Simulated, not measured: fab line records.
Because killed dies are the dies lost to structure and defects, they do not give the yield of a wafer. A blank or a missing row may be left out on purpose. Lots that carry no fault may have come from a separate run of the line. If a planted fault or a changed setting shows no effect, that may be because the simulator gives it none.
fab line records	flow n5Finfet
[record] lots = 24	wafers = 72	lastDay = 17
route steps=1938 shown BEOL_M8@1398 BEOL_M9@1416
lots that met no fault: taken from a fault-free run of the same line
startH: hours from the record's first day to the start of the lot's first wafer shown	waitH: hours elapsed since this lot's preceding step	" identical to the entry in the row above	L1.1+2: one row covering several wafers at once	- no value present, or no start provided	* or withheld: withheld	< > ~ a bound
route shown NAME@n: NAME is a module with steps in the file, n the number in the route of the first one	usual: mean and standard deviation over wafers with no fault	same: alike in all rows	chamber/n: place in a boat	sites: per-site readings	_std_site: the values' standard deviation	_edge_site: the outer-site mean with the inner-site mean subtracted	radiusMm: how far each site lies from the wafer's centre	mask NAME#n: copy n	behind: the most recent tool/chamber to have shaped the wafer	hold: the reason the lot was held/the length of the hold in hours/how it ended	device: names the non-switching transistor (n, p or np)	end of line: the tests these same wafers got at the end of their route	for a step that has no rows: nothing shown but its recipe	killed: not the wafer's yield, but the dies lost to structure and defects at the first sort	map: per-die view of a wafer (x killed, . not killed, _ where there is no die)
set.NAME: the run value of the setting; set.NAME@STEP: its run value at that earlier step	model.NAME: the simulator's own value behind a step, which no gauge read
one table for each step of the route and one row for each wafer, over a sample of lots
services: when a tool's chamber went out of use (startH, in hours from the record's first day, below 0 if earlier), for how many hours, and the reason
[[steps]]
[step N5_BEOL_M8_DEP_56]
[recipe] material = SiCN	targetThkA = 100	tempC = withheld	precursor = 3MS/NH3	pressureTorr = 3	rfW = 202	timeS = 17.5
[usual] showerheadPlenumPTorr = 3.668/0.011	showerheadVppV = 870/31	throttleValvePct = 9.2/0.57
lot.wafer	tool	chamber	startH	waitH	showerheadPlenumPTorr	showerheadVppV	throttleValvePct
L074.4	pecvd-01	0	191.47	0.0	3.680	858	9.2
L074.5	"	1	"	"	3.665	826	10.0
L074.6	"	2	"	"	3.668	882	9.0
L075.1	pecvd-04	1	208.69	0.0	3.659	915	9.7
L075.3	"	0	"	"	3.681	880	9.9
L075.6	"	1	"	"	3.651	924	9.8
L076.1	pecvd-01	1	218.66	0.0	3.668	805	9.7
L076.3	"	0	"	"	3.672	871	9.0
L076.5	"	2	"	"	3.658	870	9.4
L077.1	pecvd-01	0	219.73	0.0	3.679	882	9.4
L077.2	"	1	"	"	3.672	811	9.7
L077.5	"	2	"	"	3.662	885	9.2
L078.1	pecvd-01	0	233.66	0.0	3.680	885	9.1
L078.3	"	2	"	"	3.665	881	9.1
L078.5	"	2	"	"	3.666	889	9.2
L080.1	pecvd-01	2	236.59	0.0	3.659	881	9.2
L080.4	"	0	"	"	3.666	888	9.3
L080.6	"	2	"	"	3.670	877	9.5
L079.2	pecvd-03	1	238.03	0.0	3.671	887	9.1
L079.4	"	1	"	"	3.656	892	8.9
L079.5	"	1	"	"	3.663	889	8.9
L081.3	pecvd-01	2	240.05	0.0	3.667	892	9.1
L081.4	"	2	"	"	3.668	884	9.4
L081.5	"	1	"	"	3.671	828	10.0
L082.2	pecvd-01	0	258.30	0.0	3.672	897	9.2
L082.3	"	1	"	"	3.662	828	9.8
L082.6	"	2	"	"	3.662	896	9.3
L083.3	pecvd-04	1	262.31	0.0	3.662	938	9.5
L083.4	"	1	"	"	3.656	929	9.6
L083.5	"	2	"	"	3.668	834	8.6
L084.4	pecvd-04	2	264.81	0.0	3.661	837	8.1
L084.5	"	0	"	"	3.666	874	9.5
L084.6	"	1	"	"	3.664	926	9.7
L085.2	pecvd-03	1	264.96	0.0	3.663	890	8.9
L085.4	"	1	"	"	3.657	894	9.0
L085.5	"	0	"	"	3.682	874	8.5
L087.1	pecvd-01	2	270.25	0.0	3.669	894	9.4
L087.2	"	0	"	"	3.670	897	9.4
L087.3	"	1	"	"	3.673	821	10.1
L086.1	pecvd-03	0	270.31	0.0	3.685	871	8.8
L086.2	"	2	"	"	3.635	842	7.9
L086.6	"	2	"	"	3.640	859	7.8
L088.1	pecvd-04	1	293.90	0.0	3.664	916	9.7
L088.4	"	1	"	"	3.660	896	9.5
L088.5	"	0	"	"	3.672	860	9.7
L089.1	pecvd-01	0	295.28	0.0	3.681	890	9.2
L089.3	"	1	"	"	3.663	818	10.0
L089.6	"	0	"	"	3.667	890	8.9
L090.3	pecvd-04	1	300.83	0.0	3.650	902	9.4
L090.4	"	2	"	"	3.678	840	8.6
L090.6	"	0	"	"	3.670	866	9.7
L091.1	pecvd-03	0	316.78	0.0	3.685	872	8.8
L091.2	"	1	"	"	3.665	895	8.9
L091.6	"	1	"	"	3.658	884	8.7
L092.1	pecvd-04	2	326.00	0.0	3.666	842	8.4
L092.2	"	1	"	"	3.649	905	9.7
L092.3	"	0	"	"	3.668	869	9.8
L095.1	pecvd-01	1	333.54	0.0	3.663	820	10.0
L095.4	"	0	"	"	3.681	888	9.1
L095.5	"	2	"	"	3.664	889	9.6
L093.3	pecvd-03	0	335.47	0.0	3.678	877	8.7
L093.4	"	1	"	"	3.660	908	8.8
L093.6	"	0	"	"	3.670	860	8.7
L097.2	pecvd-01	1	335.72	0.0	3.663	823	9.9
L097.3	"	2	"	"	3.668	895	9.1
L097.6	"	0	"	"	3.677	892	9.1
L094.1	pecvd-04	2	342.54	0.0	3.670	841	8.4
L094.4	"	1	"	"	3.657	917	9.7
L094.6	"	2	"	"	3.670	834	8.6
L096.3	pecvd-01	1	349.68	0.0	3.676	844	9.8
L096.4	"	1	"	"	3.663	808	10.0
L096.6	"	0	"	"	3.679	881	8.8
[step N5_BEOL_M9_INSPECT_13]
[recipe] mode = adi	inspectInstrument = brightfield
[usual] rawDefectCount = 456/120
lot.wafer	tool	chamber	startH	waitH	rawDefectCount
L074.4	defectInspect-01	-	193.46	0.0	449
L074.5	"	-	"	"	515
L074.6	"	-	"	"	373
L075.1	defectInspect-01	-	210.10	0.0	529
L075.3	"	-	"	"	423
L075.6	"	-	"	"	585
L076.1	defectInspect-02	-	220.84	0.0	349
L076.3	"	-	"	"	415
L076.5	"	-	"	"	376
L077.1	defectInspect-01	-	221.89	0.0	283
L077.2	"	-	"	"	395
L077.5	"	-	"	"	326
L078.1	defectInspect-02	-	235.96	0.0	452
L078.3	"	-	"	"	528
L078.5	"	-	"	"	448
L080.1	defectInspect-01	-	239.81	0.0	566
L080.4	"	-	"	"	509
L080.6	"	-	"	"	583
L079.2	defectInspect-02	-	240.51	0.0	610
L079.4	"	-	"	"	679
L079.5	"	-	"	"	546
L081.3	defectInspect-02	-	242.38	0.0	362
L081.4	"	-	"	"	354
L081.5	"	-	"	"	581
L082.2	defectInspect-02	-	260.56	0.0	375
L082.3	"	-	"	"	445
L082.6	"	-	"	"	313
L083.3	defectInspect-01	-	266.39	0.0	303
L083.4	"	-	"	"	356
L083.5	"	-	"	"	319
L084.4	defectInspect-02	-	268.26	0.0	540
L084.5	"	-	"	"	391
L084.6	"	-	"	"	517
L085.2	defectInspect-01	-	268.42	0.0	412
L085.4	"	-	"	"	414
L085.5	"	-	"	"	529
L087.1	defectInspect-02	-	272.45	0.0	384
L087.2	"	-	"	"	434
L087.3	"	-	"	"	549
L086.1	defectInspect-01	-	272.61	0.0	317
L086.2	"	-	"	"	477
L086.6	"	-	"	"	390
L088.1	defectInspect-02	-	295.50	0.0	488
L088.4	"	-	"	"	378
L088.5	"	-	"	"	526
L089.1	defectInspect-02	-	298.74	0.0	266
L089.3	"	-	"	"	357
L089.6	"	-	"	"	425
L090.3	defectInspect-01	-	302.58	0.0	511
L090.4	"	-	"	"	416
L090.6	"	-	"	"	371
L091.1	defectInspect-02	-	318.78	0.0	404
L091.2	"	-	"	"	458
L091.6	"	-	"	"	416
L092.1	defectInspect-02	-	328.18	0.0	304
L092.2	"	-	"	"	376
L092.3	"	-	"	"	433
L095.1	defectInspect-01	-	337.27	0.0	452
L095.4	"	-	"	"	429
L095.5	"	-	"	"	351
L093.3	defectInspect-02	-	337.31	0.0	291
L093.4	"	-	"	"	375
L093.6	"	-	"	"	409
L097.2	defectInspect-01	-	337.47	0.0	452
L097.3	"	-	"	"	340
L097.6	"	-	"	"	576
L094.1	defectInspect-01	-	344.66	0.0	548
L094.4	"	-	"	"	673
L094.6	"	-	"	"	496
L096.3	defectInspect-01	-	352.68	0.0	735
L096.4	"	-	"	"	684
L096.6	"	-	"	"	724
[step N5_BEOL_M9_OVL_MEAS_29]
[recipe] pointsPerWafer = 522
[usual] V8_OVL = 0.0/0.68
lot.wafer	tool	chamber	startH	waitH	V8_OVL[nm]
L074.4	overlay-02	0	194.88	0.0	-1.1
L074.5	"	0	"	"	0.0
L074.6	"	0	"	"	0.8
L075.1	overlay-02	0	210.92	0.0	0.4
L075.3	"	0	"	"	1.2
L075.6	"	0	"	"	-0.1
L077.1	overlay-01	0	223.63	0.0	0.7
L077.2	"	0	"	"	1.7
L077.5	"	0	"	"	-0.2
L076.1	overlay-02	0	223.80	0.0	-0.3
L076.3	"	0	"	"	0.5
L076.5	"	0	"	"	-0.8
L078.1	overlay-01	0	238.34	0.0	-0.6
L078.3	"	0	"	"	-0.1
L078.5	"	0	"	"	-0.3
L080.1	overlay-02	0	240.65	0.0	-1.2
L080.4	"	0	"	"	-1.1
L080.6	"	0	"	"	-0.4
L079.2	overlay-01	0	241.58	0.0	0.6
L079.4	"	0	"	"	0.3
L079.5	"	0	"	"	0.2
L081.3	overlay-01	0	243.75	0.0	0.9
L081.4	"	0	"	"	1.1
L081.5	"	0	"	"	0.5
L082.2	overlay-02	0	261.60	0.0	0.2
L082.3	"	0	"	"	0.7
L082.6	"	0	"	"	1.4
L083.3	overlay-02	0	267.42	0.0	-0.3
L083.4	"	0	"	"	0.0
L083.5	"	0	"	"	0.6
L085.2	overlay-02	0	270.90	0.0	-0.5
L085.4	"	0	"	"	-0.5
L085.5	"	0	"	"	-0.5
L084.4	overlay-02	0	271.08	0.0	0.3
L084.5	"	0	"	"	0.8
L084.6	"	0	"	"	0.2
L086.1	overlay-02	0	275.48	0.0	-0.4
L086.2	"	0	"	"	0.0
L086.6	"	0	"	"	-0.3
L087.1	overlay-01	0	275.65	0.0	-0.1
L087.2	"	0	"	"	-1.9
L087.3	"	0	"	"	-1.1
L088.1	overlay-01	0	297.43	0.0	-0.7
L088.4	"	0	"	"	-0.4
L088.5	"	0	"	"	-0.3
L089.1	overlay-02	0	299.91	0.0	0.4
L089.3	"	0	"	"	-0.5
L089.6	"	0	"	"	0.1
L090.3	overlay-01	0	304.21	0.0	-0.9
L090.4	"	0	"	"	-0.4
L090.6	"	0	"	"	-0.5
L091.1	overlay-02	0	322.34	0.0	-0.7
L091.2	"	0	"	"	-0.3
L091.6	"	0	"	"	0.4
L092.1	overlay-01	0	330.29	0.0	-0.3
L092.2	"	0	"	"	-0.9
L092.3	"	0	"	"	-0.2
L095.1	overlay-02	0	338.54	0.0	0.2
L095.4	"	0	"	"	0.0
L095.5	"	0	"	"	1.3
L097.2	overlay-02	0	338.72	0.0	-0.1
L097.3	"	0	"	"	0.1
L097.6	"	0	"	"	-0.2
L093.3	overlay-02	0	338.91	0.0	0.7
L093.4	"	0	"	"	0.4
L093.6	"	0	"	"	1.1
L094.1	overlay-01	0	346.16	0.0	0.6
L094.4	"	0	"	"	0.5
L094.6	"	0	"	"	0.4
L096.3	overlay-02	0	355.03	0.0	0.1
L096.4	"	0	"	"	-0.1
L096.6	"	0	"	"	0.5
[step N5_BEOL_M9_DESCUM_33]
[recipe] chemistry = O2	timeS = 7	sourcePowerW = 50	biasPowerW = 20	pressureMtorr = 20	rfFrequencyHz = 2.712e+07	tempC = 40	resist = CAR-EUV	o2FlowSccm = 225
[usual] drypumpMotorCurrentA = 5.6/0.52	oesProductAu = 0.79/0.086	rfVppV = 242.7/1.3	showerheadPlenumPTorr = 2.06/0.061	throttleValvePct = 20.36/0.15
lot.wafer	tool	chamber	startH	waitH	drypumpMotorCurrentA	oesProductAu	rfHoursCounterH	rfVppV	showerheadPlenumPTorr	throttleValvePct
L074.4	rieDiel-01	2	194.96	0.0	5.0	0.81	77	241.8	2.04	20.24
L074.5	"	0	"	"	5.7	0.74	-	242.7	2.18	20.57
L074.6	"	1	"	"	5.7	0.74	-	241.1	2.01	20.12
L075.1	rieDiel-02	3	211.01	0.0	5.5	0.69	217	243.6	2.16	20.47
L075.3	"	2	"	"	6.0	0.93	24	241.6	2.06	20.45
L075.6	"	1	"	"	6.0	0.95	-	242.6	2.05	20.26
L077.1	rieDiel-01	2	224.27	0.6	4.9	0.80	87	242.0	2.04	20.27
L077.2	"	3	"	"	4.7	0.80	105	240.6	2.03	20.27
L077.5	"	1	"	"	5.8	0.74	-	243.0	2.00	20.13
L076.1	rieDiel-01	2	224.80	0.9	4.9	0.80	87	243.2	2.04	20.27
L076.3	"	3	"	"	4.7	0.81	105	242.4	2.03	20.27
L076.5	"	3	"	"	4.7	0.81	-	242.9	2.03	20.27
L078.1	rieDiel-01	1	238.43	0.0	5.7	0.74	167	241.3	2.00	20.14
L078.3	"	0	"	"	5.8	0.74	167	243.8	2.17	20.59
L078.5	"	0	"	"	5.8	0.74	-	245.6	2.17	20.58
L080.1	rieDiel-02	0	240.80	0.1	5.9	0.70	235	243.0	2.06	20.50
L080.4	"	1	"	"	6.0	0.94	-	242.5	2.04	20.25
L080.6	"	2	"	"	6.0	0.93	-	242.2	2.05	20.45
L079.2	rieDiel-02	0	241.66	0.0	6.0	0.69	236	243.3	2.06	20.51
L079.4	"	3	"	"	5.5	0.69	221	244.5	2.16	20.47
L079.5	"	3	"	"	5.5	0.67	-	244.3	2.16	20.47
L081.3	rieDiel-06	0	243.83	0.0	5.8	0.92	35	240.1	2.06	20.22
L081.4	"	1	"	"	6.6	0.86	67	245.8	2.20	20.41
L081.5	"	1	"	"	6.6	0.85	-	246.2	2.20	20.40
L082.2	rieDiel-01	3	261.69	0.0	4.7	0.80	117	242.4	2.02	20.30
L082.3	"	0	"	"	5.8	0.72	175	245.8	2.17	20.59
L082.6	"	3	"	"	4.7	0.80	-	242.6	2.02	20.29
L083.3	rieDiel-01	0	267.50	0.0	5.7	0.72	176	246.1	2.17	20.62
L083.4	"	1	"	"	5.8	0.73	176	242.0	2.00	20.15
L083.5	"	0	"	"	5.8	0.73	-	243.2	2.17	20.61
L085.2	rieDiel-01	3	270.99	0.0	4.7	0.81	120	242.5	2.02	20.31
L085.4	"	0	"	"	5.7	0.73	178	243.8	2.17	20.62
L085.5	"	1	"	"	5.8	0.72	-	241.7	2.00	20.16
L084.4	rieDiel-02	3	271.16	0.0	5.6	0.68	230	244.8	2.15	20.48
L084.5	"	1	"	"	6.0	0.91	-	242.1	2.04	20.28
L084.6	"	0	"	"	5.9	0.69	-	243.0	2.06	20.51
L086.1	rieDiel-01	2	275.57	0.0	4.9	0.78	104	242.4	2.03	20.29
L086.2	"	3	"	"	4.7	0.79	121	241.9	2.02	20.31
L086.6	"	3	"	"	4.7	0.79	-	241.9	2.02	20.30
L087.1	rieDiel-02	2	275.81	0.1	6.0	0.89	40	242.3	2.05	20.46
L087.2	"	3	"	"	5.6	0.68	232	244.6	2.15	20.48
L087.3	"	1	"	"	6.0	0.92	29	241.9	2.04	20.30
L088.1	rieDiel-01	1	297.52	0.0	5.7	0.72	189	241.6	1.99	20.17
L088.4	"	1	"	"	5.7	0.72	-	242.6	1.99	20.18
L088.5	"	3	"	"	4.6	0.78	-	241.3	2.02	20.32
L089.1	rieDiel-02	3	300.00	0.0	5.5	0.67	242	244.0	2.15	20.49
L089.3	"	1	"	"	6.0	0.89	40	241.1	2.04	20.31
L089.6	"	2	"	"	6.0	0.88	-	243.3	2.05	20.46
L090.3	rieDiel-01	3	304.29	0.0	4.7	0.78	132	241.2	2.02	20.32
L090.4	"	1	"	"	5.8	0.71	-	241.6	1.99	20.19
L090.6	"	3	"	"	4.7	0.78	-	241.5	2.02	20.31
L091.1	rieDiel-01	1	322.81	0.4	5.8	0.72	196	241.6	1.99	20.20
L091.2	"	0	"	"	5.7	0.71	196	243.2	2.16	20.64
L091.6	"	0	"	"	5.7	0.70	-	243.7	2.16	20.62
L092.1	rieDiel-02	1	330.51	0.2	6.0	0.87	49	241.6	2.03	20.32
L092.2	"	0	"	"	5.9	1.00	4	242.8	2.05	20.16
L092.3	"	2	"	"	6.0	0.87	59	243.5	2.04	20.49
L095.1	rieDiel-02	1	338.63	0.0	6.0	0.87	52	242.2	2.03	20.33
L095.4	"	0	"	"	5.9	0.98	-	240.6	2.05	20.15
L095.5	"	2	"	"	6.0	0.87	-	241.5	2.04	20.50
L097.2	rieDiel-02	1	339.06	0.3	6.1	0.87	52	242.6	2.03	20.31
L097.3	"	0	"	"	5.9	0.97	7	241.8	2.05	20.14
L097.6	"	1	"	"	6.1	0.88	-	242.6	2.03	20.33
L093.3	rieDiel-01	1	339.51	0.6	5.8	0.70	202	241.5	1.99	20.20
L093.4	"	3	"	"	4.7	0.76	143	240.6	2.01	20.32
L093.6	"	3	"	"	4.7	0.78	-	240.4	2.01	20.32
L094.1	rieDiel-01	2	346.25	0.0	4.9	0.77	122	242.0	2.03	20.31
L094.4	"	0	"	"	5.7	0.71	204	244.5	2.16	20.64
L094.6	"	3	"	"	4.7	0.77	-	240.8	2.01	20.32
L096.3	rieDiel-01	3	355.11	0.0	4.7	0.77	147	241.9	2.01	20.32
L096.4	"	2	"	"	4.9	0.77	124	241.2	2.03	20.32
L096.6	"	1	"	"	5.8	0.71	-	241.7	1.99	20.19
[step N5_BEOL_M9_STRIP_80]
[recipe] chemistry = N2/H2	timeS = 10	powerW = 450	tempC = 40	pressureMtorr = 20	rfFrequencyHz = 6e+07	biasPowerW = 7	n2FlowSccm = 200	h2FlowSccm = 200
[usual] drypumpMotorCurrentA = 5.6/0.52	oesProductAu = 0.79/0.085	rfVppV = 59.2/0.85	showerheadPlenumPTorr = 2.50/0.076	throttleValvePct = 23.58/0.26
lot.wafer	tool	chamber	startH	waitH	drypumpMotorCurrentA	oesProductAu	rfHoursCounterH	rfVppV	showerheadPlenumPTorr	throttleValvePct
L074.4	rieDiel-01	2	-	-	4.9	0.82	77	58.0	2.47	23.53
L074.5	"	0	"	"	5.7	0.75	-	60.3	2.65	24.05
L074.6	"	1	"	"	5.8	0.75	-	58.6	2.44	23.34
L075.1	rieDiel-02	3	-	-	5.6	0.69	217	60.2	2.62	23.78
L075.3	"	2	"	"	6.0	0.94	24	56.9	2.48	23.57
L075.6	"	1	"	"	6.0	0.95	-	60.6	2.48	23.31
L077.1	rieDiel-01	2	-	-	4.9	0.81	87	58.3	2.47	23.54
L077.2	"	3	"	"	4.7	0.83	105	58.6	2.46	23.42
L077.5	"	1	"	"	5.8	0.75	-	59.6	2.43	23.34
L076.1	rieDiel-01	2	-	-	5.0	0.81	87	57.6	2.47	23.54
L076.3	"	3	"	"	4.7	0.81	106	58.4	2.46	23.42
L076.5	"	3	"	"	4.7	0.81	-	60.3	2.46	23.43
L078.1	rieDiel-01	1	-	-	5.8	0.74	167	58.4	2.43	23.36
L078.3	"	0	"	"	5.7	0.73	167	59.5	2.64	24.07
L078.5	"	0	"	"	5.8	0.73	-	59.5	2.64	24.06
L080.1	rieDiel-02	0	-	-	5.9	0.70	235	59.8	2.50	23.63
L080.4	"	1	"	"	6.0	0.94	-	59.9	2.48	23.34
L080.6	"	2	"	"	6.0	0.92	-	59.7	2.48	23.54
L079.2	rieDiel-02	0	-	-	5.9	0.70	236	56.9	2.50	23.63
L079.4	"	3	"	"	5.6	0.69	221	59.2	2.62	23.79
L079.5	"	3	"	"	5.6	0.69	-	58.7	2.62	23.78
L081.3	rieDiel-06	0	-	-	5.8	0.91	36	59.1	2.48	23.18
L081.4	"	1	"	"	6.6	0.85	67	59.8	2.68	23.72
L081.5	"	1	"	"	6.6	0.86	-	58.8	2.68	23.74
L082.2	rieDiel-01	3	-	-	4.7	0.80	117	58.3	2.45	23.44
L082.3	"	0	"	"	5.8	0.73	175	59.6	2.64	24.11
L082.6	"	3	"	"	4.7	0.80	-	59.1	2.45	23.45
L083.3	rieDiel-01	0	-	-	5.7	0.73	177	60.8	2.64	24.09
L083.4	"	1	"	"	5.8	0.72	177	58.4	2.43	23.36
L083.5	"	0	"	"	5.7	0.73	-	59.1	2.64	24.07
L085.2	rieDiel-01	3	-	-	4.7	0.79	120	60.3	2.45	23.45
L085.4	"	0	"	"	5.8	0.72	178	59.4	2.63	24.07
L085.5	"	1	"	"	5.8	0.72	-	58.6	2.43	23.37
L084.4	rieDiel-02	3	-	-	5.6	0.68	230	59.9	2.62	23.81
L084.5	"	1	"	"	6.1	0.91	-	58.1	2.47	23.33
L084.6	"	0	"	"	5.9	0.70	-	59.2	2.50	23.63
L086.1	rieDiel-01	2	-	-	4.9	0.79	104	59.4	2.46	23.57
L086.2	"	3	"	"	4.7	0.79	122	58.5	2.45	23.44
L086.6	"	3	"	"	4.7	0.78	-	59.2	2.45	23.46
L087.1	rieDiel-02	2	-	-	6.0	0.90	40	58.2	2.47	23.57
L087.2	"	3	"	"	5.6	0.68	232	59.0	2.62	23.81
L087.3	"	1	"	"	6.0	0.90	30	59.0	2.47	23.32
L088.1	rieDiel-01	1	-	-	5.8	0.73	189	59.5	2.42	23.37
L088.4	"	1	"	"	5.8	0.73	-	59.3	2.42	23.36
L088.5	"	3	"	"	4.7	0.79	-	58.3	2.45	23.46
L089.1	rieDiel-02	3	-	-	5.6	0.67	242	60.2	2.61	23.82
L089.3	"	1	"	"	6.0	0.90	40	59.8	2.47	23.34
L089.6	"	2	"	"	6.0	0.88	-	59.8	2.47	23.56
L090.3	rieDiel-01	3	-	-	4.7	0.78	132	58.0	2.45	23.48
L090.4	"	1	"	"	5.8	0.71	-	58.4	2.42	23.38
L090.6	"	3	"	"	4.7	0.78	-	60.9	2.45	23.45
L091.1	rieDiel-01	1	-	-	5.8	0.72	197	58.9	2.42	23.38
L091.2	"	0	"	"	5.8	0.71	196	59.1	2.63	24.10
L091.6	"	0	"	"	5.8	0.70	-	58.1	2.63	24.11
L092.1	rieDiel-02	1	-	-	6.0	0.87	49	59.1	2.47	23.37
L092.2	"	0	"	"	5.9	0.98	4	58.2	2.49	23.32
L092.3	"	2	"	"	6.0	0.87	59	59.7	2.46	23.57
L095.1	rieDiel-02	1	-	-	6.1	0.88	52	58.6	2.46	23.35
L095.4	"	0	"	"	6.0	0.98	-	58.2	2.49	23.31
L095.5	"	2	"	"	6.0	0.87	-	59.7	2.46	23.59
L097.2	rieDiel-02	1	-	-	6.1	0.87	52	58.5	2.46	23.36
L097.3	"	0	"	"	5.9	0.97	7	60.3	2.49	23.32
L097.6	"	1	"	"	6.1	0.87	-	58.9	2.46	23.36
L093.3	rieDiel-01	1	-	-	5.8	0.72	202	58.7	2.42	23.39
L093.4	"	3	"	"	4.7	0.77	144	60.0	2.44	23.48
L093.6	"	3	"	"	4.7	0.78	-	57.9	2.44	23.48
L094.1	rieDiel-01	2	-	-	5.0	0.77	123	58.1	2.45	23.61
L094.4	"	0	"	"	5.7	0.71	204	60.1	2.62	24.11
L094.6	"	3	"	"	4.7	0.77	-	60.2	2.44	23.49
L096.3	rieDiel-01	3	-	-	4.7	0.77	147	59.1	2.44	23.49
L096.4	"	2	"	"	5.0	0.76	124	58.0	2.45	23.61
L096.6	"	1	"	"	5.8	0.71	-	58.2	2.41	23.40
[step N5_BEOL_M9_CURE_72]
[recipe] tempC = 370	timeS = 120	ambient = DMADMS/He	material = SiCOH_lowk
[usual] lampPowerPct = 52.32/0.054	wafer_temp_C_max = 371.6/0.5
lot.wafer	tool	chamber	startH	waitH	lampPowerPct	wafer_temp_C_max
L074.4	uvCure-03	2	195.99	0.4	52.27	372.2
L074.5	"	2	"	"	52.32	372.7
L074.6	"	2	"	"	52.31	371.8
L075.1	uvCure-02	1	211.67	0.0	52.33	371.6
L075.3	"	1	"	"	52.37	372.0
L075.6	"	1	"	"	52.36	371.7
L077.1	uvCure-03	1	225.03	0.0	52.35	371.3
L077.2	"	1	"	"	52.39	370.8
L077.5	"	1	"	"	52.34	371.3
L076.1	uvCure-02	2	225.54	0.0	52.38	372.9
L076.3	"	2	"	"	52.29	371.5
L076.5	"	2	"	"	52.39	372.6
L078.1	uvCure-03	2	239.17	0.0	52.23	372.1
L078.3	"	2	"	"	52.36	372.2
L078.5	"	2	"	"	52.21	372.3
L080.1	uvCure-01	2	241.45	0.0	52.36	371.2
L080.4	"	2	"	"	52.30	371.9
L080.6	"	2	"	"	52.29	371.2
L079.2	uvCure-01	0	242.36	0.1	52.28	371.3
L079.4	"	0	"	"	52.32	371.5
L079.5	"	0	"	"	52.26	371.6
L081.3	uvCure-01	2	244.58	0.1	52.29	371.3
L081.4	"	2	"	"	52.33	372.0
L081.5	"	2	"	"	52.34	371.6
L082.2	uvCure-02	2	262.39	0.1	52.33	371.1
L082.3	"	2	"	"	52.31	371.6
L082.6	"	2	"	"	52.31	372.1
L083.3	uvCure-01	0	268.25	0.1	52.32	371.6
L083.4	"	0	"	"	52.34	370.9
L083.5	"	0	"	"	52.27	371.4
L085.2	uvCure-01	2	271.69	0.1	52.27	371.5
L085.4	"	2	"	"	52.27	371.5
L085.5	"	2	"	"	52.45	371.1
L084.4	uvCure-02	0	271.96	0.2	52.37	371.2
L084.5	"	0	"	"	52.28	372.0
L084.6	"	0	"	"	52.38	371.0
L086.1	uvCure-01	2	276.23	0.0	52.40	371.1
L086.2	"	2	"	"	52.30	371.3
L086.6	"	2	"	"	52.34	371.3
L087.1	uvCure-03	1	276.47	0.0	52.31	371.7
L087.2	"	1	"	"	52.27	371.1
L087.3	"	1	"	"	52.33	370.8
L088.1	uvCure-01	2	298.17	0.0	52.35	371.6
L088.4	"	2	"	"	52.31	371.2
L088.5	"	2	"	"	52.34	371.5
L089.1	uvCure-03	1	300.65	0.0	52.39	371.4
L089.3	"	1	"	"	52.29	371.2
L089.6	"	1	"	"	52.37	370.6
L090.3	uvCure-01	2	305.04	0.1	52.32	371.4
L090.4	"	2	"	"	52.28	371.3
L090.6	"	2	"	"	52.33	371.5
L091.1	uvCure-01	0	323.47	0.0	52.32	371.3
L091.2	"	0	"	"	52.40	371.6
L091.6	"	0	"	"	52.25	371.4
L092.1	uvCure-02	1	331.16	0.0	52.35	371.4
L092.2	"	1	"	"	52.32	371.2
L092.3	"	1	"	"	52.29	371.5
L095.1	uvCure-02	2	339.28	0.0	52.39	372.1
L095.4	"	2	"	"	52.40	372.4
L095.5	"	2	"	"	52.34	372.0
L097.2	uvCure-02	2	339.93	0.3	52.29	372.0
L097.3	"	2	"	"	52.37	371.6
L097.6	"	2	"	"	52.33	371.9
L093.3	uvCure-03	2	340.79	0.7	52.31	372.0
L093.4	"	2	"	"	52.25	372.0
L093.6	"	2	"	"	52.32	371.6
L094.1	uvCure-02	0	346.91	0.0	52.35	371.7
L094.4	"	0	"	"	52.21	371.5
L094.6	"	0	"	"	52.28	371.8
L096.3	uvCure-02	2	355.86	0.1	52.28	372.0
L096.4	"	2	"	"	52.33	372.4
L096.6	"	2	"	"	52.32	372.5
[[services]]
tool	chamber	startH	hours	kind
pecvd-04	0	173.37	10.2	repair
uvCure-03	-	173.90	1.1	repair
pecvd-01	-	176.61	1.2	repair
pecvd-04	2	190.12	32.7	repair
uvCure-02	-	194.20	3.5	repair
uvCure-01	-	197.76	1.0	pm
pecvd-03	2	198.64	13.5	repair
uvCure-01	-	213.00	2.8	pm
rieDiel-02	-	215.56	14.6	pm
rieDiel-01	-	231.04	0.4	repair
uvCure-03	-	249.33	2.1	pm
pecvd-04	-	249.40	0.3	repair
rieDiel-06	-	276.05	14.6	pm
pecvd-01	1	277.97	7.5	repair
rieDiel-02	-	279.98	0.2	repair
uvCure-02	-	286.34	2.8	pm
pecvd-04	-	292.55	1.2	repair
pecvd-03	-	294.43	10.2	repair
uvCure-02	-	297.02	10.8	repair
rieDiel-06	2	307.59	1.2	repair
rieDiel-02	0	316.35	5.3	repair
uvCure-01	-	334.80	7.5	pm
rieDiel-06	2	335.32	3.3	repair
uvCure-01	-	342.35	2.1	pm
[[key]]
fault none
